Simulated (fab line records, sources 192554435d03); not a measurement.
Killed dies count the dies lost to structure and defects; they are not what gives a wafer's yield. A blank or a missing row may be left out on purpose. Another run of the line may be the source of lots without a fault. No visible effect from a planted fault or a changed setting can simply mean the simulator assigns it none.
Problem report in the 8D (eight disciplines) form, filled by code || flow n5-finfet || the parts of the form that need people (team, actions taken, sign-off) are left out

1. WHAT WENT WRONG
At N5_BEOL_M11_VIA_ETCH_34, run-length-s averages 70.3 s over 2 wafers from 2 lots, while fault-free wafers read 92.5 s, standard deviation 0.35. Relative to the usual mean, that is a shift of -63 standard deviations.
The step: etches SiCOH lowk in C4F6/O2, target depth 184.5 nm, time 69.2 s.
Earliest sighting: wafer L274.2 on rie-diel-05 at day 14 01:48. The record has a number at this step for 28 wafers belonging to 10 lots. Rule for "out" (also "out of limits"): further than 4 standard deviations from the usual mean. The other wafers with a number count as sound.

2. WHAT IT IS AND WHAT IT IS NOT
{"question": "which readings at this step", "is": "run-length-s", "is not": "drypump-motor-current-A, oes-product-au, rf-vpp-V, showerhead-plenum-p-Torr, throttle-valve-pct"}
{"question": "which lots", "is": "L273, L274", "is not": "L262, L264, L265, L267, L278, L279, L281, L284"}
{"question": "which wafers of those lots", "is": "L273.1, L274.2", "is not": "L273.5, L274.5"}
{"question": "read on which tools", "is": "rie-diel-05", "is not": "rie-diel-03, rie-diel-06"}
{"question": "when", "is": "from day 14 01:48", "is not": "up to then (13 sound wafers); but 13 sound wafers of L273, L278, L279, L281, L284 came after"}

3. THE SUSPECTS, EACH WITH WHAT RULES IT OUT
Counting: any tool at a process step up to the reading remains a suspect provided it ran every lot that is out. Sound lots after the first of them don't rule it out here, since some wafers of a struck lot are sound.
- rie-diel-05 at N5_BEOL_M11_VIA_ETCH_34 (etches SiCOH lowk in C4F6/O2, target depth 184.5 nm, time 69.2 s): kept. Ran every lot that is out, first one L274 (day 14 01:48); last sound lot up to then L267 (day 12 17:40). Out on those wafers are its own readings of run-length-s.
- Within rie-diel-05 at N5_BEOL_M11_VIA_ETCH_34: the wafers that are out ran in chambers 0, 1; their sound lot-mates ran in chambers 2, 3.
Left after counting: rie-diel-05 at N5_BEOL_M11_VIA_ETCH_34.

4. THE CAUSE (what the simulator had put in)
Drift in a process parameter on rie-diel-05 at N5_BEOL_M11_VIA_ETCH_34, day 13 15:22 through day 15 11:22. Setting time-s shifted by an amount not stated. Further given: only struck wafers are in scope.
Counting left only this tool.

5. SEQUENCE OF EFFECTS, ordered by route
Rows list readings where the struck wafers' mean (over those with a number) sits beyond 3 standard deviations from the usual. Readings are gone through only where the record gives a usual standard deviation; hours: the median, over the lots, of the time from a lot's start at the first step in this table giving one to that lot's start at this step; sigmas: the change measured in usual standard deviations.
{"hours": 0, "step": "N5_BEOL_M11_VIA_ETCH_34", "reading": "run-length-s", "usual": "92.5 s", "on struck wafers": 70.3, "change": -22.2, "sigmas": -63}
{"hours": 46, "step": "N5_PASSIVATION_PROBE_49", "reading": "defect-limited-yield", "usual": "91.3 %", "on struck wafers": 0.0, "change": -91.3, "sigmas": -65}
{"hours": 46, "step": "N5_PASSIVATION_PROBE_49", "reading": "killed_at_M4_up", "usual": 13, "on struck wafers": 1094, "change": "+1082", "sigmas": "+99 or more"}
{"hours": 46, "step": "N5_PASSIVATION_PROBE_49", "reading": "killed-dies", "usual": 103, "on struck wafers": 1180, "change": "+1077", "sigmas": "+63"}
{"hours": 46, "step": "N5_PASSIVATION_PROBE_49", "reading": "killed-on-rim", "usual": 13, "on struck wafers": 152, "change": "+139", "sigmas": "+39"}
{"hours": 46, "step": "N5_PASSIVATION_PROBE_49", "reading": "sort_bin_5_function", "usual": "5.2 %", "on struck wafers": 97.2, "change": "+92.0", "sigmas": "+99 or more"}
{"hours": 46, "step": "N5_PASSIVATION_PROBE_49", "reading": "sort-n-pass", "usual": 1077, "on struck wafers": 0, "change": -1077, "sigmas": -63}
{"hours": 46, "step": "N5_PASSIVATION_PROBE_49", "reading": "sort-yield-pct", "usual": "91.3 %", "on struck wafers": 0.0, "change": -91.3, "sigmas": -65}
Process steps it contains:
- N5_BEOL_M11_VIA_ETCH_34: etches SiCOH lowk in C4F6/O2, target depth 184.5 nm, time 69.2 s.
- N5_PASSIVATION_PROBE_49
Readings that are blank on the struck wafers while sound wafers have them: rf-fwd-power-W at N5_BEOL_M11_VIA_ETCH_34.
At these later measuring or inspecting steps, every struck wafer for which the step has a row has a number for every such reading, and none has moved that far: N5_BEOL_M11_CD_MEAS_35.

6. HOW IT WOULD HAVE BEEN CAUGHT EARLIER
The fault began at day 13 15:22; the first out-of-limits reading in this record came at day 14 01:48, 10 hours later.
